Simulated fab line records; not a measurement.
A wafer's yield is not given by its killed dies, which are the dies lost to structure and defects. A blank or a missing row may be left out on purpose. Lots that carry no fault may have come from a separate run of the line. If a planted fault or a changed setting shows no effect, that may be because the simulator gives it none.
Matching of chambers + flow n5_finfet + N5_BEOL_M2_VIA_ETCH_34 on rie_diel-02: 4 sister chambers
The step etches the open film in C4F6/O2, target depth 69.4 nm, time 65.9 s. 18 wafers are shown with their chamber, then 9 later ones without.

EACH WAFER AND ITS CHAMBER
| wafer  | chamber | drypump_motor_current_A (A) | rf_vpp_V (V) | showerhead_plenum_p_Torr (Torr) |
|--------|---------|-----------------------------|--------------|---------------------------------|
| L076.1 | 0       | 5.1                         | 665          | 2.69                            |
| L076.4 | 0       | 5.1                         | 665          | 2.69                            |
| L076.6 | 2       | 5.3                         | 652          | 3.05                            |
| L075.1 | 0       | 5.1                         | 664          | 2.69                            |
| L075.3 | 1       | 5.9                         | 682          | 2.67                            |
| L075.4 | 1       | 5.9                         | 681          | 2.67                            |
| L077.2 | 0       | 5.0                         | 664          | 2.69                            |
| L077.4 | 1       | 5.9                         | 682          | 2.67                            |
| L077.6 | 0       | 5.1                         | 663          | 2.69                            |
| L078.1 | 0       | 5.1                         | 664          | 2.69                            |
| L078.3 | 2       | 5.3                         | 654          | 3.05                            |
| L078.4 | 3       | 6.4                         | 682          | 2.93                            |
| L079.2 | 2       | 5.3                         | 652          | 3.05                            |
| L079.3 | 0       | 5.1                         | 664          | 2.69                            |
| L079.6 | 1       | 5.9                         | 680          | 2.67                            |
| L086.1 | 0       | 5.1                         | 663          | 2.68                            |
| L086.3 | 1       | 5.9                         | 692          | 3.00                            |
| L086.5 | 0       | 5.1                         | 662          | 2.68                            |

SIGNATURES (means of the wafers above)
| reading                  | chamber 0 | chamber 1 | chamber 2 | chamber 3 | scatter within a chamber |
|--------------------------|-----------|-----------|-----------|-----------|--------------------------|
| drypump_motor_current_A  | 5.089     | 5.900     | 5.300     | 6.400     | 0.0252                   |
| rf_vpp_V                 | 663.78    | 683.40    | 652.67    | 682.00    | 2.74                     |
| showerhead_plenum_p_Torr | 2.6878    | 2.7360    | 3.0500    | 2.9300    | 0.079                    |
Rule: a wafer lies at a distance from a chamber equal to the root of the sum of squares, over the readings, of (its reading less the chamber's mean, divided by the reading's scatter). The wafer belongs to the nearest chamber; if the next one is less than 2 further off, it can't be placed. How the scatter is found: for the shown wafers, subtract from each reading the mean of its chamber, square and add these, divide the total by (wafers less chambers), then take the root.

WAFERS MISSING THEIR CHAMBER
| wafer  | drypump_motor_current_A (A) | rf_vpp_V (V) | showerhead_plenum_p_Torr (Torr) |
|--------|-----------------------------|--------------|---------------------------------|
| L088.1 | 5.1                         | 663          | 2.68                            |
| L088.3 | 5.9                         | 692          | 3.00                            |
| L088.5 | 5.3                         | 653          | 3.04                            |
| L095.3 | 5.3                         | 652          | 3.03                            |
| L095.4 | 6.4                         | 680          | 2.91                            |
| L095.6 | 5.9                         | 691          | 2.99                            |
| L097.4 | 6.4                         | 680          | 2.91                            |
| L097.5 | 6.0                         | 691          | 2.99                            |
| L097.6 | 5.3                         | 652          | 3.03                            |

EACH ONE'S CHAMBER
| wafer  | from the rows above | in truth |
|--------|---------------------|----------|
| L088.1 | 0                   | 0        |
| L088.3 | 1                   | 1        |
| L088.5 | 2                   | 2        |
| L095.3 | 2                   | 2        |
| L095.4 | 3                   | 3        |
| L095.6 | 1                   | 1        |
| L097.4 | 3                   | 3        |
| L097.5 | 1                   | 1        |
| L097.6 | 2                   | 2        |
Placed correctly: 9 of 9. Left unplaced by these rows: 0. Number placed wrongly: 0.
